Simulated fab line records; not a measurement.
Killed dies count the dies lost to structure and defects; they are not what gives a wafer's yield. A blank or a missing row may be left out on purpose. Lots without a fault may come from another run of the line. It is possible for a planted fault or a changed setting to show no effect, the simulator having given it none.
Chamber matching :: flow n5Finfet :: rieDiel-01 running N5_STI_FIN_REVEAL_STRIP_24: 4 sister chambers
The step strips in N2/H2, time 90 s. 16 wafers are shown with their chamber, then 8 later ones without.

## WAFERS WITH THEIR CHAMBER
wafer: L075.1
chamber: 3
drypumpMotorCurrentA (A): 5.1
showerheadPlenumPTorr (Torr): 3.12
throttleValvePct (%): 11.90

wafer: L075.2
chamber: 1
drypumpMotorCurrentA (A): 6.5
showerheadPlenumPTorr (Torr): 3.34
throttleValvePct (%): 11.77

wafer: L075.6
chamber: 1
drypumpMotorCurrentA (A): 6.5
showerheadPlenumPTorr (Torr): 3.34
throttleValvePct (%): 11.78

wafer: L083.2
chamber: 1
drypumpMotorCurrentA (A): 6.4
showerheadPlenumPTorr (Torr): 3.34
throttleValvePct (%): 11.80

wafer: L083.3
chamber: 2
drypumpMotorCurrentA (A): 5.4
showerheadPlenumPTorr (Torr): 3.50
throttleValvePct (%): 12.31

wafer: L083.6
chamber: 2
drypumpMotorCurrentA (A): 5.4
showerheadPlenumPTorr (Torr): 3.50
throttleValvePct (%): 12.30

wafer: L087.1
chamber: 0
drypumpMotorCurrentA (A): 6.2
showerheadPlenumPTorr (Torr): 3.25
throttleValvePct (%): 12.16

wafer: L087.2
chamber: 2
drypumpMotorCurrentA (A): 5.4
showerheadPlenumPTorr (Torr): 3.49
throttleValvePct (%): 12.35

wafer: L087.5
chamber: 0
drypumpMotorCurrentA (A): 6.2
showerheadPlenumPTorr (Torr): 3.25
throttleValvePct (%): 12.16

wafer: L088.2
chamber: 3
drypumpMotorCurrentA (A): 5.1
showerheadPlenumPTorr (Torr): 3.10
throttleValvePct (%): 11.97

wafer: L088.3
chamber: 2
drypumpMotorCurrentA (A): 5.4
showerheadPlenumPTorr (Torr): 3.49
throttleValvePct (%): 12.36

wafer: L088.6
chamber: 3
drypumpMotorCurrentA (A): 5.1
showerheadPlenumPTorr (Torr): 3.10
throttleValvePct (%): 11.95

wafer: L092.1
chamber: 2
drypumpMotorCurrentA (A): 5.4
showerheadPlenumPTorr (Torr): 3.49
throttleValvePct (%): 12.36

wafer: L092.2
chamber: 3
drypumpMotorCurrentA (A): 5.1
showerheadPlenumPTorr (Torr): 3.10
throttleValvePct (%): 11.99

wafer: L092.4
chamber: 1
drypumpMotorCurrentA (A): 6.4
showerheadPlenumPTorr (Torr): 3.32
throttleValvePct (%): 11.88

wafer: L093.2
chamber: 0
drypumpMotorCurrentA (A): 6.2
showerheadPlenumPTorr (Torr): 3.24
throttleValvePct (%): 12.21

SIGNATURES, as means of the wafers listed above
reading: drypumpMotorCurrentA
chamber 0: 6.200
chamber 1: 6.450
chamber 2: 5.400
chamber 3: 5.100
scatter within a chamber: 0.0289

reading: showerheadPlenumPTorr
chamber 0: 3.2467
chamber 1: 3.3350
chamber 2: 3.4940
chamber 3: 3.1050
scatter within a chamber: 0.0081

reading: throttleValvePct
chamber 0: 12.1767
chamber 1: 11.8075
chamber 2: 12.3360
chamber 3: 11.9525
scatter within a chamber: 0.0376
Rule: for each reading, subtract the chamber's mean from the wafer's reading, divide by that reading's scatter and square the result; add these up over the readings and take the root, which gives the wafer's distance from the chamber. If the next closest chamber is less than 2 further off than the closest, the wafer can't be placed; otherwise it belongs to the closest. The scatter: take each reading less its chamber's mean, square it, sum over the shown wafers, divide by the number of wafers less the number of chambers, and take the root.

## WAFERS WHOSE CHAMBER IS MISSING
wafer: L093.4
drypumpMotorCurrentA (A): 6.4
showerheadPlenumPTorr (Torr): 3.32
throttleValvePct (%): 11.86

wafer: L093.6
drypumpMotorCurrentA (A): 5.2
showerheadPlenumPTorr (Torr): 3.10
throttleValvePct (%): 11.99

wafer: L096.2
drypumpMotorCurrentA (A): 6.2
showerheadPlenumPTorr (Torr): 3.24
throttleValvePct (%): 12.21

wafer: L096.5
drypumpMotorCurrentA (A): 5.4
showerheadPlenumPTorr (Torr): 3.48
throttleValvePct (%): 12.41

wafer: L096.6
drypumpMotorCurrentA (A): 6.4
showerheadPlenumPTorr (Torr): 3.32
throttleValvePct (%): 11.88

wafer: L097.1
drypumpMotorCurrentA (A): 5.1
showerheadPlenumPTorr (Torr): 3.09
throttleValvePct (%): 12.02

wafer: L097.5
drypumpMotorCurrentA (A): 6.2
showerheadPlenumPTorr (Torr): 3.24
throttleValvePct (%): 12.22

wafer: L097.6
drypumpMotorCurrentA (A): 6.5
showerheadPlenumPTorr (Torr): 3.32
throttleValvePct (%): 11.88

## THE CHAMBER EACH PASSED THROUGH
wafer: L093.4
from the rows above: 1
in truth: 1

wafer: L093.6
from the rows above: 3
in truth: 3

wafer: L096.2
from the rows above: 0
in truth: 0

wafer: L096.5
from the rows above: 2
in truth: 2

wafer: L096.6
from the rows above: 1
in truth: 1

wafer: L097.1
from the rows above: 3
in truth: 3

wafer: L097.5
from the rows above: 0
in truth: 0

wafer: L097.6
from the rows above: 1
in truth: 1
Correctly placed: 8 of 8. From these rows, 0 cannot be placed. 0 placed wrongly.
